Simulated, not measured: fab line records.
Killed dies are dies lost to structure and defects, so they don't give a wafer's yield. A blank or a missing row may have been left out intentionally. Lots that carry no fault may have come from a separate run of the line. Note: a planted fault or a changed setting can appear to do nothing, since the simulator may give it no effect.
fab line records	flow n5Finfet
record lots=5	wafers=15	lastDay=17
route steps=1938 shown BEOL_M4@1099 BEOL_M5@1112 BEOL_M15@1824 PASSIVATION@1936
lots untouched by any fault: they come from a run of this same line in which no faults occurred
startH: hours from the record's first day to the start of the lot's first wafer shown	waitH: how many hours have passed since the lot's step before this one	" repeats the value in the row above	L1.1+2: several wafers, shown together as one row	- no value present, or no start provided	* or withheld: withheld	< > ~ a bound
route shown NAME@n: names a module that has steps shown in the file, with the first one's number in the route	usual: mean and standard deviation over wafers with no fault	same: alike in all rows	chamber/n: place in a boat	sites: readings site by site	_std_site: how widely they spread, as a standard deviation	_edge_site: inner sites' mean taken away from outer sites' mean	radiusMm: for every site, how far away it sits from the centre of the wafer	mask NAME#n: copy n	behind: the tool/chamber that last shaped the wafer	hold: reason for holding the lot/hours on hold/outcome of the hold	device: the n, p or np transistor that did not switch	end of line: tests of these same wafers at the route's end	for a step that has no rows: nothing shown but its recipe	killed: at the first sort, the dies lost to defects and structure; wafer yield is something else	map: shows each die of a wafer: x if killed, . if not, _ if none is there
set.NAME: setting as actually run; set.NAME@STEP: the setting as run at that earlier step	model.NAME: the simulator's own value behind a step, which no gauge read
certain route steps with their lots: each step a table, each wafer a row
services: the hour from which a tool's chamber was out of use, counted from the record's first day as startH (under 0 if before that day), plus the number of hours and why
## steps
# step N5_BEOL_M4_ANNEAL_95
# recipe tempC=400	timeS=240	ambient=vacuum
# step N5_BEOL_M4_SPUTTER_96
# recipe material=Cu	targetThkA=45	tempC=-20	chamberPressurePa=0.07	powerW=withheld	timeS=8.29
# step N5_BEOL_M4_ECD_50
# recipe material=Cu	targetThkA=3000
# step N5_BEOL_M4_ANNEAL_51
# recipe tempC=225	timeS=90	ambient=N2
# step N5_BEOL_M4_CMP_52
# recipe stopOn=SiOC	tOverpolishS=6.8	downForcePsi=1	platenRpm=50	clearingPlatenDownForcePsi=1.5	clearingPlatenRpm=50	postCmpClean=cuAlkaline	targetThkNm=40	clearingPlatenPadVelocityMS=0.99484	padVelocityMS=0.99484
# step N5_BEOL_M4_PRE_CLEAN_60
# recipe gas=NH3/H2	timeS=15	tempC=*	rfPowerW=300
# step N5_BEOL_M4_CO_CAP_55
# recipe material=Co	targetThkA=20	tempC=200	precursor=CCTBA/H2	pressureTorr=30	timeS=102.1
# step N5_BEOL_M4_PRE_CLEAN_56
# recipe gas=NH3	timeS=15	tempC=withheld	rfPowerW=300
# step N5_BEOL_M4_DEP_57
# recipe material=SiCN	targetThkA=80	tempC=withheld	precursor=3MS/NH3	pressureTorr=3	rfW=202	timeS=14
# step N5_BEOL_M4_RC_MEAS_101
# usual DIBL_N=35.3/2.5	DIBL_P=35/3.3	IOFF_N=0.15/0.049	IOFF_P=0.20/0.056	ION_N=673/16	ION_P=462/10	SS_N=71.2/0.85	SS_P=73.0/0.97	VT_N=252/4.9	VT_P=-251/5
lot.wafer	tool	chamber	startH	waitH	DIBL_N[mV/V]	DIBL_P[mV/V]	IOFF_N[nA/um]	IOFF_P[nA/um]	ION_N[uA/um]	ION_P[uA/um]	SS_N[mV/dec]	SS_P[mV/dec]	VT_N[mV]	VT_P[mV]
L899.1	prober-01	0	219.19	0.0	40.1	42	0.26	0.34	707	481	72.7	75.6	243	-243
L899.2	"	0	"	"	32.1	32	0.10	0.16	666	461	70.6	71.6	254	-250
L899.6	"	0	"	"	33.1	32	0.11	0.16	671	459	70.9	72.6	256	-255
L900.2	prober-02	0	219.89	0.2	41.6	42	0.29	0.34	699	473	73.3	75.0	243	-243
L900.3	"	0	"	"	34.4	34	0.13	0.19	678	470	71.4	73.4	250	-250
L900.4	"	0	"	"	35.1	33	0.14	0.18	662	457	71.9	71.6	251	-252
L901.2	prober-02	0	224.65	0.2	36.2	34	0.15	0.17	669	452	71.9	72.9	252	-255
L901.3	"	0	"	"	41.0	42	0.26	0.29	698	470	72.6	74.8	242	-246
L901.4	"	0	"	"	36.0	36	0.16	0.21	685	467	71.4	73.9	249	-250
L909.4	prober-02	0	273.86	0.5	37.1	37	0.19	0.25	704	472	71.4	73.5	244	-248
L909.5	"	0	"	"	37.2	37	0.18	0.24	686	464	71.6	74.3	246	-249
L909.6	"	0	"	"	33.3	33	0.11	0.20	670	463	70.8	72.5	254	-249
L913.3	prober-02	0	292.50	0.3	35.4	35	0.12	0.16	663	454	70.5	72.1	254	-254
L913.4	"	0	"	"	35.3	34	0.13	0.16	670	451	71.0	72.5	253	-254
L913.6	"	0	"	"	31.1	30	0.08	0.11	645	447	69.2	71.3	260	-257
# step N5_BEOL_M5_ILD_DEP_00
# recipe material=SiCOH_lowk	targetThkA=1406.4	tempC=300	precursor=DEMS/porogen	pressureTorr=5	rfW=500	timeS=25.9
# step N5_BEOL_M5_CURE_79
# recipe tempC=385	timeS=240	ambient=He/Ar	material=SiCOH_lowk
# step N5_BEOL_M5_PECVD_70
# recipe material=SiO2	targetThkA=160	tempC=400	precursor=TEOS/O2	pressureTorr=5.5	rfW=450	teosFlowSccm=53.8	gas=O2	flowSccm=3000	timeS=18
# step N5_BEOL_M5_HM_DEP_02
# recipe material=TiN	targetThkA=200	tempC=25	chamberPressurePa=0.49996
# step N5_BEOL_M5_COAT_59
# recipe resist=SOC	tempC=250	timeS=60	spinRpm=1500	resistThkNm=60
# step N5_BEOL_M5_COAT_60
# recipe resist=SiARC	tempC=220	timeS=60	spinRpm=1500	resistThkNm=12
# step N5_BEOL_M5_COAT_71
# recipe resist=underlayer	tempC=205	timeS=60	spinRpm=1500	resistThkNm=5
# step N5_BEOL_M5_COAT_05
# recipe resist=CAR-EUV	spinRpm=1500	resistThkNm=30
# step N5_BEOL_M5_EBR_07
# recipe solvent=PGMEA	ebrWidthMm=1.5
# step N5_BEOL_M5_SOFTBAKE_06
# recipe tempC=110	timeS=60	resist=CAR-EUV
# step N5_BEOL_M5_EXPOSE_08
# recipe maskId=M5	na=0.33	sourceShape=annular	sigmaInner=0.4	sigmaOuter=0.8	polarization=unpolarized	targetCdNm=28	doseMj=35.75
# step N5_BEOL_M5_PEB_09
# recipe pebTempC=100	pebTimeS=60	resist=CAR-EUV
# step N5_BEOL_M5_DEVELOP_10
# recipe developTimeS=30	developer=TMAH	resist=CAR-EUV	rinseLiquid=surfactantRinse	dry=airSpin	devTempC=23
# step N5_BEOL_M5_DESCUM_16
# recipe chemistry=O2	timeS=7	sourcePowerW=50	biasPowerW=20	pressureMtorr=20	rfFrequencyHz=2.712e+07	tempC=40	resist=CAR-EUV	o2FlowSccm=225
# step N5_BEOL_M5_ETCH_72
# recipe chemistry=N2/H2	target=underlayer	targetDepthA=65	maskMaterial=CAR-EUV	timeS=5.2	ionEnergyEv=200	pressureMtorr=30	sourceW=840	biasW=150	n2FlowSccm=200	h2FlowSccm=200	ends=cleared
# step N5_BEOL_M5_ETCH_61
# recipe chemistry=CF4	target=SiARC	targetDepthA=156	maskMaterial=CAR-EUV	timeS=26	ionEnergyEv=80	pressureMtorr=40	sourceW=545	biasW=36	Ar_flow_sccm=100	cf4FlowSccm=100	ends=cleared
# step N5_BEOL_M5_ETCH_62
# recipe chemistry=N2/H2	target=SOC	targetDepthA=750	overetchA=150	maskMaterial=SiARC	tempC=40	timeS=112.5	ionEnergyEv=200	pressureMtorr=30	sourceW=840	biasW=150	n2FlowSccm=200	h2FlowSccm=200
# step N5_BEOL_M5_STRIP_63
# recipe chemistry=N2/H2	tempC=40	n2FlowSccm=200	h2FlowSccm=200	rfFrequencyHz=6e+07
# step N5_BEOL_M5_STRIP_73
# recipe chemistry=N2/H2	tempC=40	n2FlowSccm=200	h2FlowSccm=200	rfFrequencyHz=6e+07
# step N5_BEOL_M5_STRIP_64
# recipe chemistry=CF4	resist=SiARC	powerW=300	biasPowerW=75	pressureMtorr=50	cf4FlowSccm=150	rfFrequencyHz=6e+07
# step N5_BEOL_M5_HM_OPEN_17
# recipe chemistry=Cl2/BCl3	targetDepthA=200	overetchA=60	target=TiN	maskMaterial=SOC	ionEnergyEv=150	pressureMtorr=10	icpW=1000	biasW=126	Cl2_flow_sccm=53.25	bcl3FlowSccm=21.75	Ar_flow_sccm=25
# step N5_BEOL_M5_STRIP_19
# recipe chemistry=O2	powerW=400	tempC=40	pressureMtorr=30	rfFrequencyHz=6e+07	biasPowerW=0	overashFraction=0.2	o2FlowSccm=225
# step N5_BEOL_M5_COAT_65
# recipe resist=SOC	tempC=250	timeS=60	spinRpm=1500	resistThkNm=60
# step N5_BEOL_M5_COAT_66
# recipe resist=SiARC	tempC=220	timeS=60	spinRpm=1500	resistThkNm=12
# step N5_BEOL_M15_CMP_49
# recipe stopOn=SiO2	tOverpolishS=4.9	downForcePsi=2	platenRpm=80	clearingPlatenDownForcePsi=2	clearingPlatenRpm=80	postCmpClean=cuAlkaline	targetThkNm=850	clearingPlatenPadVelocityMS=1.5917	padVelocityMS=1.5917
# usual barrierFieldEndpointS=11.4/0.43	clearingPlatenDownForcePsi=2.000/0.0039	motorCurrentA=8.2/0.85	overpolishRunS=4.902/0.0091
lot.wafer	tool	chamber	startH	waitH	barrierFieldEndpointS	clearingPlatenDownForcePsi	motorCurrentA	overpolishRunS	model.Cu_of_BEOL_M15_ECD_47.thkNm
L899.1	cmp-04	0	304.41	0.3	-	-	-	-	1838
L899.2	"	2	"	"	-	-	-	-	1864
L899.6	"	1	"	"	-	-	-	-	1856
L900.2	cmp-03	0	310.32	0.2	-	-	-	-	1832
L900.3	"	1	"	"	-	-	-	-	1862
L900.4	"	3	"	"	-	-	-	-	1870
L901.3	cmp-04	3	316.50	0.2	-	-	-	-	1878
L901.2	"	0	"	"	-	-	-	-	1870
L901.4	"	1	"	"	-	-	-	-	1881
L909.4	cmp-03	1	361.62	0.2	11.2	1.994	10.5	4.905	836.4
L909.5	"	2	"	"	11.6	1.995	7.8	4.904	817.6
L909.6	"	3	"	"	11.2	2.002	7.9	4.903	830.8
L913.3	cmp-04	3	384.49	0.2	11.4	1.995	8.3	4.912	827.4
L913.4	"	1	"	"	11.5	2.007	9.2	4.913	860.2
L913.6	"	0	"	"	12.7	2.000	7.9	4.912	869.2
# step N5_BEOL_M15_THK_MEAS_50
# recipe thkMeasGauge=xrf	reads=Cu_of_BEOL_M15_ECD_47
# usual M15_THK=846/22
lot.wafer	tool	chamber	startH	waitH	M15_THK[nm]
L899.1	filmMetro-02	-	304.70	0.3	1838
L899.2	"	-	"	"	1854
L899.6	"	-	"	"	1840
L900.2	filmMetro-01	-	310.61	0.3	1867
L900.3	"	-	"	"	1881
L900.4	"	-	"	"	1880
L901.2	filmMetro-02	-	316.76	0.2	1866
L901.3	"	-	"	"	1867
L901.4	"	-	"	"	1870
L909.4	filmMetro-02	-	361.80	-	831
L909.5	"	-	"	"	810
L909.6	"	-	"	"	826
L913.3	filmMetro-01	-	384.79	-	828
L913.4	"	-	"	"	864
L913.6	"	-	"	"	868
# step N5_BEOL_M15_RS_MEAS_54
# recipe thkMeasGauge=four-point-probe	reads=Cu_of_BEOL_M15_ECD_47+Ta_of_BEOL_M15_SPUTTER_44+TaN_of_BEOL_M15_SPUTTER_43
# usual M15_RS=0.0218/0.00055
lot.wafer	tool	chamber	startH	waitH	M15_RS[ohm/sq]
L899.1	filmMetro-02	-	304.83	0.0	0.0094
L899.2	"	-	"	"	0.0092
L899.6	"	-	"	"	0.0093
L900.2	filmMetro-01	-	310.74	0.1	0.0094
L900.3	"	-	"	"	0.0092
L900.4	"	-	"	"	0.0092
L901.2	filmMetro-01	-	316.90	0.1	0.0092
L901.3	"	-	"	"	0.0092
L901.4	"	-	"	"	0.0091
L909.4	filmMetro-02	-	361.93	0.0	0.0219
L909.5	"	-	"	"	0.0224
L909.6	"	-	"	"	0.0221
L913.3	filmMetro-02	-	384.91	0.1	0.0222
L913.4	"	-	"	"	0.0214
L913.6	"	-	"	"	0.0211
# step N5_BEOL_M15_INSPECT_55
# recipe inspectInstrument=darkfield	mode=postDep
# usual rawDefectCount=72/22
lot.wafer	tool	chamber	startH	waitH	rawDefectCount
L899.1	defectInspect-02	-	304.85	0.0	6461
L899.2	"	-	"	"	6535
L899.6	"	-	"	"	6528
L900.2	defectInspect-02	-	310.77	0.0	6463
L900.3	"	-	"	"	6513
L900.4	"	-	"	"	6392
L901.2	defectInspect-01	-	316.93	0.0	6477
L901.3	"	-	"	"	6458
L901.4	"	-	"	"	6438
L909.4	defectInspect-01	-	361.96	0.0	56
L909.5	"	-	"	"	35
L909.6	"	-	"	"	111
L913.3	defectInspect-01	-	384.94	0.0	128
L913.4	"	-	"	"	128
L913.6	"	-	"	"	77
# step N5_PASSIVATION_PROBE_49
# usual defectLimitedYield=91.3/1.4	killed_at_M0_to_M3=33/9.9	killed_at_M4_up=15/5.6	killedAtContacts=13/5.7	killedAtFrontEnd=38/12	killedAtOther=4/3.1	killedDies=103/17	killedOnRim=13/4	killedOpen=66/13	killedShort=32/7.8	sort_bin_5_function=5.1/0.95	sort_bin_6_memory=3.2/0.68	sortNPass=1077/17	sortYieldPct=91.3/1.5
# same grossDies=1180	killedAtBackSide=0	sort_bin_4_leakage[%]=0	sort_bin_8_speed[%]=0
lot.wafer	tool	chamber	startH	waitH	defectLimitedYield[%]	killed_at_M0_to_M3	killed_at_M4_up	killedAtContacts	killedAtFrontEnd	killedAtOther	killedDies	killedOnRim	killedOpen	killedShort	sort_bin_5_function[%]	sort_bin_6_memory[%]	sortNPass	sortYieldPct[%]
L899.1	prober-02	-	321.17	0.0	0	33	1075	16	53	3	1180	152	89	35	6.3	3.8	0	0
L899.2	prober-02	-	321.22	0.1	0	33	1074	15	55	3	1180	152	77	41	5.9	3.7	0	0
L899.6	prober-02	-	321.42	0.3	0	26	1097	21	33	3	1180	152	73	28	5.5	3.1	0	0
L900.2	prober-01	-	324.90	0.1	0	31	1117	8	23	1	1180	152	70	22	4.9	2.8	0	0
L900.3	prober-01	-	324.95	0.1	0	24	1089	14	48	5	1180	152	82	28	6.2	3.3	0	0
L900.4	prober-01	-	325.00	0.2	0	16	1127	8	25	4	1180	152	47	23	3.9	2.3	0	0
L901.2	prober-01	-	335.23	0.1	0	24	1106	12	29	9	1180	152	49	29	3.2	3.1	0	0
L901.3	prober-01	-	335.28	0.1	0	29	1099	10	35	7	1180	152	68	36	4.8	3.6	0	0
L901.4	prober-01	-	335.33	0.2	0	33	1093	10	40	4	1180	152	50	44	5.1	2.8	0	0
L909.4	prober-01	-	379.96	0.2	92.3	21	14	16	32	8	91	10	70	19	4.9	2.6	1089	92.3
L909.5	prober-01	-	380.01	0.2	91.4	48	20	6	26	1	101	14	63	34	4.7	3.6	1079	91.4
L909.6	prober-01	-	380.06	0.3	89.4	55	18	8	43	1	125	15	81	43	5.4	4.5	1055	89.4
L913.3	prober-02	-	400.05	0.1	90.1	29	11	22	40	15	117	13	71	42	5.5	3.7	1063	90.1
L913.4	prober-02	-	400.10	0.2	91.3	27	15	21	37	3	103	15	71	27	4.7	3.7	1077	91.3
L913.6	prober-02	-	400.20	0.3	92.1	35	16	15	22	5	93	15	65	24	4.2	3.4	1087	92.1
# killed by level:class
L899.1 BEOL_M15:areaCmp=1056 FIN_SAQP:geometricParticle:open=17 FIN_SAQP:geometricParticle:short=14 MOL_CONTACT_COAG:geometricParticle:open=14 BEOL_M5:geometricParticle:open=9 BEOL_M2:geometricParticle:open=8 BEOL_M0_SAQP:geometricParticle:open=7 GATE_CUT:geometricParticle:short=6
L899.2 BEOL_M15:areaCmp=1062 FIN_SAQP:geometricParticle:open=15 FIN_SAQP:geometricParticle:short=15 BEOL_M0_SAQP:geometricParticle:short=13 MOL_CONTACT_COAG:geometricParticle:open=12 BEOL_M0_SAQP:geometricParticle:open=10 DUMMY_GATE:geometricParticle:open=8 STI_FIN_REVEAL:geometricParticle:open=6
L899.6 BEOL_M15:areaCmp=1077 MOL_CONTACT_COAG:geometricParticle:open=18 FIN_SAQP:geometricParticle:open=12 FIN_SAQP:geometricParticle:short=9 BEOL_M0_SAQP:geometricParticle:open=8 BEOL_M5:geometricParticle:open=7 BEOL_M2:geometricParticle:open=5 BEOL_M0_SAQP:geometricParticle:short=4
L900.2 BEOL_M15:areaCmp=1086 BEOL_M3:geometricParticle:open=13 BEOL_M4:geometricParticle:open=12 MOL_CONTACT_COAG:geometricParticle:open=7 BEOL_M7:geometricParticle:open=6 STI_FIN_REVEAL:geometricParticle:open=5 BEOL_M3:geometricParticle:short=5 FIN_SAQP:geometricParticle:open=4
L900.3 BEOL_M15:areaCmp=1067 FIN_SAQP:geometricParticle:open=13 MOL_CONTACT_COAG:geometricParticle:open=13 FIN_SAQP:geometricParticle:short=10 BEOL_M4:geometricParticle:open=9 BEOL_M2:geometricParticle:open=7 STI_FIN_REVEAL:geometricParticle:open=6 BEOL_M3:geometricParticle:open=6
L900.4 BEOL_M15:areaCmp=1105 BEOL_M4:geometricParticle:open=10 MOL_CONTACT_COAG:geometricParticle:open=6 GATE_CUT:geometricParticle:short=5 BEOL_M2:geometricParticle:open=5 FIN_SAQP:geometricParticle:open=4 BEOL_M1:geometricParticle:open=4 ILD0:geometricParticle:open=3
L901.2 BEOL_M15:areaCmp=1099 MOL_CONTACT_COAG:geometricParticle:open=9 BEOL_M0_SAQP:geometricParticle:short=6 FIN_SAQP:geometricParticle:open=5 STI_FIN_REVEAL:geometricParticle:open=5 BEOL_M1:geometricParticle:open=5 STARTING-WAFER:geometricParticle:short=4 BEOL_M2:geometricParticle:open=4
L901.3 BEOL_M15:areaCmp=1076 BEOL_M4:geometricParticle:open=13 FIN_SAQP:geometricParticle:short=10 FIN_SAQP:geometricParticle:open=8 BEOL_M0_SAQP:geometricParticle:open=8 MOL_CONTACT_COAG:geometricParticle:open=7 STI_FIN_REVEAL:geometricParticle:open=6 BEOL_M0_SAQP:geometricParticle:short=5
L901.4 BEOL_M15:areaCmp=1085 BEOL_M1:geometricParticle:open=11 GATE_CUT:geometricParticle:short=9 FIN_SAQP:geometricParticle:short=8 BEOL_M0_SAQP:geometricParticle:short=8 MOL_CONTACT_COAG:geometricParticle:open=7 BEOL_M3:geometricParticle:open=7 STI_FIN_REVEAL:geometricParticle:open=6
L909.4 MOL_CONTACT_COAG:geometricParticle:open=12 DUMMY_GATE:geometricParticle:open=10 STI_FIN_REVEAL:geometricParticle:open=7 BEOL_M2:geometricParticle:open=7 BEOL_M3:geometricParticle:open=6 BEOL_M5:geometricParticle:open=6 BEOL_M4:geometricParticle:open=5 MOL_CONTACT_COAG:geometricParticle:short=4
L909.5 BEOL_M2:geometricParticle:open=12 STI_FIN_REVEAL:geometricParticle:open=11 BEOL_M4:geometricParticle:open=10 BEOL_M0_SAQP:geometricParticle:short=9 BEOL_M0:geometricParticle:open=7 BEOL_M1:geometricParticle:open=6 MOL_CONTACT_COAG:geometricParticle:open=5 BEOL_M2:geometricParticle:short=5
L909.6 BEOL_M2:geometricParticle:open=17 BEOL_M0_SAQP:geometricParticle:short=15 STI_FIN_REVEAL:geometricParticle:open=12 BEOL_M0_SAQP:geometricParticle:open=9 FIN_SAQP:geometricParticle:open=8 DUMMY_GATE:geometricParticle:open=7 MOL_CONTACT_COAG:geometricParticle:open=5 BEOL_M4:geometricParticle:open=5
L913.3 MOL_CONTACT_COAG:geometricParticle:open=13 GATE_CUT:geometricParticle:short=8 BEOL_M0_SAQP:geometricParticle:short=8 MOL_CONTACT_COAG:geometricParticle:short=7 BEOL_M0_SAQP:geometricParticle:open=7 DUMMY_GATE:geometricParticle:open=6 FIN_SAQP:geometricParticle:short=5 STI_FIN_REVEAL:geometricParticle:open=5
L913.4 MOL_CONTACT_COAG:geometricParticle:open=18 FIN_SAQP:geometricParticle:open=10 STI_FIN_REVEAL:geometricParticle:open=10 BEOL_M0_SAQP:geometricParticle:short=8 BEOL_M0_SAQP:geometricParticle:open=8 BEOL_M4:geometricParticle:open=4 FIN_SAQP:geometricParticle:short=3 ILD0:geometricParticle:short=3
L913.6 BEOL_M3:geometricParticle:open=13 MOL_CONTACT_COAG:geometricParticle:open=13 BEOL_M0_SAQP:geometricParticle:open=6 GATE_CUT:geometricParticle:short=5 BEOL_M0_SAQP:geometricParticle:short=4 BEOL_M3:geometricParticle:short=4 BEOL_M4:geometricParticle:open=4 BEOL_M5:geometricParticle:open=4
# map L899.1 (x killed, . not)
_________________xxxxxxxxxxxx________________
______________xxxxxxxxxxxxxxxxxx_____________
___________xxxxxxxxxxxxxxxxxxxxxxxx__________
__________xxxxxxxxxxxxxxxxxxxxxxxxxx_________
________xxxxxxxxxxxxxxxxxxxxxxxxxxxxxx_______
_______xxxxxxxxxxxxxxxxxxxxxxxxxxxxxxxx______
______xxxxxxxxxxxxxxxxxxxxxxxxxxxxxxxxxx_____
_____xxxxxxxxxxxxxxxxxxxxxxxxxxxxxxxxxxxx____
____xxxxxxxxxxxxxxxxxxxxxxxxxxxxxxxxxxxxxx___
___xxxxxxxxxxxxxxxxxxxxxxxxxxxxxxxxxxxxxxxx__
___xxxxxxxxxxxxxxxxxxxxxxxxxxxxxxxxxxxxxxxx__
__xxxxxxxxxxxxxxxxxxxxxxxxxxxxxxxxxxxxxxxxxx_
__xxxxxxxxxxxxxxxxxxxxxxxxxxxxxxxxxxxxxxxxxx_
_xxxxxxxxxxxxxxxxxxxxxxxxxxxxxxxxxxxxxxxxxxxx
_xxxxxxxxxxxxxxxxxxxxxxxxxxxxxxxxxxxxxxxxxxxx
_xxxxxxxxxxxxxxxxxxxxxxxxxxxxxxxxxxxxxxxxxxxx
_xxxxxxxxxxxxxxxxxxxxxxxxxxxxxxxxxxxxxxxxxxxx
_xxxxxxxxxxxxxxxxxxxxxxxxxxxxxxxxxxxxxxxxxxxx
_xxxxxxxxxxxxxxxxxxxxxxxxxxxxxxxxxxxxxxxxxxxx
_xxxxxxxxxxxxxxxxxxxxxxxxxxxxxxxxxxxxxxxxxxxx
_xxxxxxxxxxxxxxxxxxxxxxxxxxxxxxxxxxxxxxxxxxxx
__xxxxxxxxxxxxxxxxxxxxxxxxxxxxxxxxxxxxxxxxxx_
__xxxxxxxxxxxxxxxxxxxxxxxxxxxxxxxxxxxxxxxxxx_
___xxxxxxxxxxxxxxxxxxxxxxxxxxxxxxxxxxxxxxxx__
___xxxxxxxxxxxxxxxxxxxxxxxxxxxxxxxxxxxxxxxx__
____xxxxxxxxxxxxxxxxxxxxxxxxxxxxxxxxxxxxxx___
_____xxxxxxxxxxxxxxxxxxxxxxxxxxxxxxxxxxxx____
______xxxxxxxxxxxxxxxxxxxxxxxxxxxxxxxxxx_____
_______xxxxxxxxxxxxxxxxxxxxxxxxxxxxxxxx______
________xxxxxxxxxxxxxxxxxxxxxxxxxxxxxx_______
__________xxxxxxxxxxxxxxxxxxxxxxxxxx_________
___________xxxxxxxxxxxxxxxxxxxxxxxx__________
______________xxxxxxxxxxxxxxxxxx_____________
_________________xxxxxxxxxxxx________________
# map L900.2 (x killed, . not)
_________________xxxxxxxxxxxx________________
______________xxxxxxxxxxxxxxxxxx_____________
___________xxxxxxxxxxxxxxxxxxxxxxxx__________
__________xxxxxxxxxxxxxxxxxxxxxxxxxx_________
________xxxxxxxxxxxxxxxxxxxxxxxxxxxxxx_______
_______xxxxxxxxxxxxxxxxxxxxxxxxxxxxxxxx______
______xxxxxxxxxxxxxxxxxxxxxxxxxxxxxxxxxx_____
_____xxxxxxxxxxxxxxxxxxxxxxxxxxxxxxxxxxxx____
____xxxxxxxxxxxxxxxxxxxxxxxxxxxxxxxxxxxxxx___
___xxxxxxxxxxxxxxxxxxxxxxxxxxxxxxxxxxxxxxxx__
___xxxxxxxxxxxxxxxxxxxxxxxxxxxxxxxxxxxxxxxx__
__xxxxxxxxxxxxxxxxxxxxxxxxxxxxxxxxxxxxxxxxxx_
__xxxxxxxxxxxxxxxxxxxxxxxxxxxxxxxxxxxxxxxxxx_
_xxxxxxxxxxxxxxxxxxxxxxxxxxxxxxxxxxxxxxxxxxxx
_xxxxxxxxxxxxxxxxxxxxxxxxxxxxxxxxxxxxxxxxxxxx
_xxxxxxxxxxxxxxxxxxxxxxxxxxxxxxxxxxxxxxxxxxxx
_xxxxxxxxxxxxxxxxxxxxxxxxxxxxxxxxxxxxxxxxxxxx
_xxxxxxxxxxxxxxxxxxxxxxxxxxxxxxxxxxxxxxxxxxxx
_xxxxxxxxxxxxxxxxxxxxxxxxxxxxxxxxxxxxxxxxxxxx
_xxxxxxxxxxxxxxxxxxxxxxxxxxxxxxxxxxxxxxxxxxxx
_xxxxxxxxxxxxxxxxxxxxxxxxxxxxxxxxxxxxxxxxxxxx
__xxxxxxxxxxxxxxxxxxxxxxxxxxxxxxxxxxxxxxxxxx_
__xxxxxxxxxxxxxxxxxxxxxxxxxxxxxxxxxxxxxxxxxx_
___xxxxxxxxxxxxxxxxxxxxxxxxxxxxxxxxxxxxxxxx__
___xxxxxxxxxxxxxxxxxxxxxxxxxxxxxxxxxxxxxxxx__
____xxxxxxxxxxxxxxxxxxxxxxxxxxxxxxxxxxxxxx___
_____xxxxxxxxxxxxxxxxxxxxxxxxxxxxxxxxxxxx____
______xxxxxxxxxxxxxxxxxxxxxxxxxxxxxxxxxx_____
_______xxxxxxxxxxxxxxxxxxxxxxxxxxxxxxxx______
________xxxxxxxxxxxxxxxxxxxxxxxxxxxxxx_______
__________xxxxxxxxxxxxxxxxxxxxxxxxxx_________
___________xxxxxxxxxxxxxxxxxxxxxxxx__________
______________xxxxxxxxxxxxxxxxxx_____________
_________________xxxxxxxxxxxx________________
## services
tool	chamber	startH	hours	kind
cmp-04	-	281.53	0.5	repair
cmp-03	-	296.81	5.0	repair
cmp-03	-	304.61	1.0	repair
cmp-03	-	383.67	2.2	repair
## key
firstSign step=N5_BEOL_M15_CMP_49	reading=toolRecord	direction=missing
effect step=N5_BEOL_M15_THK_MEAS_50	reading=M15_THK	direction=up	sigmas=46	usual=846	struck=1863
effect step=N5_BEOL_M15_RS_MEAS_54	reading=M15_RS	direction=down	sigmas=23	usual=0.0218	struck=0.0093
effect step=N5_BEOL_M15_INSPECT_55	reading=rawDefectCount	direction=up	sigmas=99+	usual=72	struck=6474
effect step=N5_PASSIVATION_PROBE_49	reading=killed_at_M4_up	direction=up	sigmas=99+	usual=15	struck=1097
modelEffect step=N5_BEOL_M15_CMP_49	value=Cu_of_BEOL_M15_ECD_47.thkNm	without=835.3	struck=1861
moreKillsBornAt N5_BEOL_M15_CMP_49@cmp-04=6455	N5_BEOL_M15_CMP_49@cmp-03=3258
metAt N5_BEOL_M15_CMP_49
struckWafers L899.1,L899.2,L899.6,L900.2,L900.3,L900.4,L901.2,L901.3,L901.4
laterRowsLeftOut L899.1,L899.2,L899.6,L900.2,L900.3,L900.4,L901.2,L901.3,L901.4
fault kind=skippedStepWhole	tool=cmp-03,cmp-04	chamber=-	onsetH=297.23	steps=N5_BEOL_M15_CMP_49	scope=struckLotsOnly
# laterRowsLeftOut: the simulator's readings of these wafers behind a module that went badly wrong aren't trusted and aren't shown, but for the sort
